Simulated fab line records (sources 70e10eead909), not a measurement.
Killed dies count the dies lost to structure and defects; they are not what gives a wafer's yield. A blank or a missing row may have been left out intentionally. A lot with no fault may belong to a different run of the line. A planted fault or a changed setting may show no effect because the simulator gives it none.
The same fault as seen by 3 desks | flow nand_harc | every desk sees just its own numbers, and what lay behind them comes last

== THE DEFECT DESK ==
What the inspections along the route counted, lot by lot: means of the sampled wafers that have a number. Any lot whose mean is over 4 standard deviations away from the usual mean is out of limits and marked OUT; that distance is given in the brackets.
Columns: A = raw_defect_count at NHARC_A_ONON_D1_INSPECT_32, usual 69
lot  | first seen here | A
L149 | day 8 04:58     | 82
L150 | day 8 11:17     | 61
L151 | day 9 02:03     | 121
L152 | day 9 19:43     | 89
L154 | day 10 09:39    | 32
L155 | day 10 19:03    | 73
L156 | day 11 05:21    | 58
L157 | day 11 20:42    | 54
L165 | day 15 10:01    | 51
L166 | day 15 10:02    | 70
L167 | day 16 02:50    | 83
L168 | day 16 02:52    | 106
L171 | day 17 18:47    | 60
Finding of this desk: none of the 13 lots has anything out of limits.

== AT THE METROLOGY DESK ==
Means of the sampled wafers that have a number, per lot and without regard to the tool the lot ran on: this is what the gauges read. Any lot whose mean is over 4 standard deviations away from the usual mean is out of limits and marked OUT; that distance is given in the brackets.
Columns: A = cd_nm at NHARC_A_CHANNEL_HOLE_D1_CD_MEAS_30, usual 90.0 nm
lot  | first seen here | A
L149 | day 8 14:26     | 89.4
L150 | day 9 00:32     | 90.8
L151 | day 9 17:41     | 89.8
L152 | day 10 07:03    | 89.4
L154 | day 11 03:59    | 91.0
L155 | day 11 05:11    | 88.5
L156 | day 11 19:25    | 90.6
L157 | day 12 06:35    | 90.6
L166 | day 15 19:47    | 89.7
L165 | day 15 20:22    | 89.5
L167 | day 16 14:06    | 88.8
L168 | day 16 19:04    | 89.9
L171 | day 18 08:41    | 90.2
Finding of this desk: none of the 13 lots has anything out of limits.

== FOR THE TOOL OWNER'S DESK: rie_diel-13 ==
The tool's own readings at NHARC_A_CHANNEL_HOLE_D1_ETCH_44 (etches the open film in CF4/O2, target depth 140 nm, overetch 14 nm, time 77 s): means of the sampled wafers that have a number, for each lot that ran on this tool. Any lot whose mean is over 4 standard deviations away from the usual mean is out of limits and marked OUT; that distance is given in the brackets.
Columns: A = drypump_motor_current_A at NHARC_A_CHANNEL_HOLE_D1_ETCH_44, usual 5.5 A; B = mfc_ar_sccm at NHARC_A_CHANNEL_HOLE_D1_ETCH_44, usual 0.003 sccm; C = oes_product_au at NHARC_A_CHANNEL_HOLE_D1_ETCH_44, usual 0.997 a.u.; D = rf_vpp_V at NHARC_A_CHANNEL_HOLE_D1_ETCH_44, usual 197.5 V; E = run_length_s at NHARC_A_CHANNEL_HOLE_D1_ETCH_44, usual 98.3 s; F = showerhead_plenum_p_Torr at NHARC_A_CHANNEL_HOLE_D1_ETCH_44, usual 1.32 Torr; G = throttle_valve_pct at NHARC_A_CHANNEL_HOLE_D1_ETCH_44, usual 13.399 %
lot  | first seen here | A   | B     | C     | D     | E              | F    | G
L149 | day 8 13:38     | 5.4 | 0.002 | 0.996 | 197.6 | 98.1           | 1.33 | 13.389
L150 | day 8 23:44     | 5.4 | 0.002 | 0.998 | 196.9 | 98.3           | 1.31 | 13.393
L151 | day 9 16:53     | 5.3 | 0.002 | 0.996 | 197.2 | 97.9           | 1.33 | 13.399
L152 | day 10 06:16    | 5.3 | 0.002 | 0.995 | 198.2 | 97.7           | 1.33 | 13.395
L154 | day 11 03:11    | 5.4 | 0.002 | 0.986 | 197.6 | 98.1           | 1.33 | 13.392
L156 | day 11 18:37    | 5.3 | 0.002 | 0.988 | 197.8 | 86.8 (-20) OUT | 1.35 | 13.406
L157 | day 12 05:43    | 5.4 | 0.002 | 0.995 | 196.4 | 87.2 (-20) OUT | 1.31 | 13.404
L166 | day 15 18:59    | 5.3 | 0.002 | 0.998 | 197.1 | 98.0           | 1.31 | 13.401
L167 | day 16 13:18    | 5.7 | 0.000 | 1.001 | 197.2 | 98.2           | 1.31 | 13.409
L168 | day 16 18:16    | 5.4 | 0.002 | 0.996 | 197.4 | 98.1           | 1.30 | 13.402
L171 | day 18 07:53    | 5.8 | 0.000 | 0.995 | 197.1 | 98.7           | 1.28 | 13.393
This desk finds L156, L157 out of limits, L156 being first, at day 11 18:37 (run_length_s at NHARC_A_CHANNEL_HOLE_D1_ETCH_44). Within limits: L149, L150, L151, L152, L154, L166, L167, L168, L171.

== PUT TOGETHER ==
An alarm could have come from the tool owner's desk at day 11 18:37, on L156, L157.
Nothing the defect desk looked at was out of limits.
From the metrology desk's view, nothing was out of limits.
The defect desk has L156, L157 on record, within its limits.
The metrology desk holds a record of L156, L157, inside its limits.
NHARC_A_CHANNEL_HOLE_D1_ETCH_44 was run on rie_diel-13 by each of the lots named.

== WHAT THE SIMULATOR PUT IN ==
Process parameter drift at NHARC_A_CHANNEL_HOLE_D1_ETCH_44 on rie_diel-13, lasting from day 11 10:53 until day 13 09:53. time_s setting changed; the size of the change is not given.
Shown lots that were struck: L156, L157.
Time in hours from fault onset to the first out-of-limits reading at each desk: the tool owner's desk, 8.
